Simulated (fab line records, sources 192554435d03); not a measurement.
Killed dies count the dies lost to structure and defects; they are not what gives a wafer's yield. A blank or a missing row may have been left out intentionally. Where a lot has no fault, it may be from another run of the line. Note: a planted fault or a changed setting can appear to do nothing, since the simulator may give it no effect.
Matching of chambers	flow n5-finfet	N5_FIN_SAQP_PECVD_06 on pecvd-01: 3 sister chambers
The step deposits a-Si from SiH4/He, target thk 60 nm, time 48.1 s. 6 wafers are shown with their chamber, then 9 later ones without.

EACH WAFER AND ITS CHAMBER
wafer	chamber	throttle-valve-pct (%)	showerhead-plenum-p-Torr (Torr)
L091.1	2	19.2	5.66
L091.4	0	17.7	5.62
L091.5	1	18.8	5.68
L092.4	0	17.8	5.63
L092.5	1	19.0	5.68
L092.6	2	19.3	5.65

WAFERS MISSING THEIR CHAMBER
wafer	throttle-valve-pct (%)	showerhead-plenum-p-Torr (Torr)
L094.1	18.8	5.69
L094.4	18.7	5.68
L094.5	19.1	5.66
L096.1	19.1	5.65
L096.2	17.9	5.62
L096.3	19.0	5.69
L096.4	17.9	5.61
L096.5	19.0	5.64
L096.6	19.0	5.68

THE CHAMBER EACH PASSED THROUGH
wafer	from the rows above	in truth
L094.1	1	1
L094.4	1	1
L094.5	2	2
L096.1	2	2
L096.2	0	0
L096.3	1	1
L096.4	0	0
L096.5	2	2
L096.6	1	1
9 of 9 placed correctly. Can't be placed from these rows: 0. Placed wrongly: 0.
How it was worked out, from the rows above alone: a wafer's distance from a chamber is the root of the sum, over the readings, of the square of ((its reading less the chamber's mean) divided by the reading's scatter). The wafer belongs to the nearest chamber; if the next one is less than 2 further off, it can't be placed. A chamber's mean is the mean of its shown wafers. The scatter is the square root of a quotient: the sum, over the shown wafers, of each reading's squared deviation from its chamber's mean, divided by wafers minus chambers.
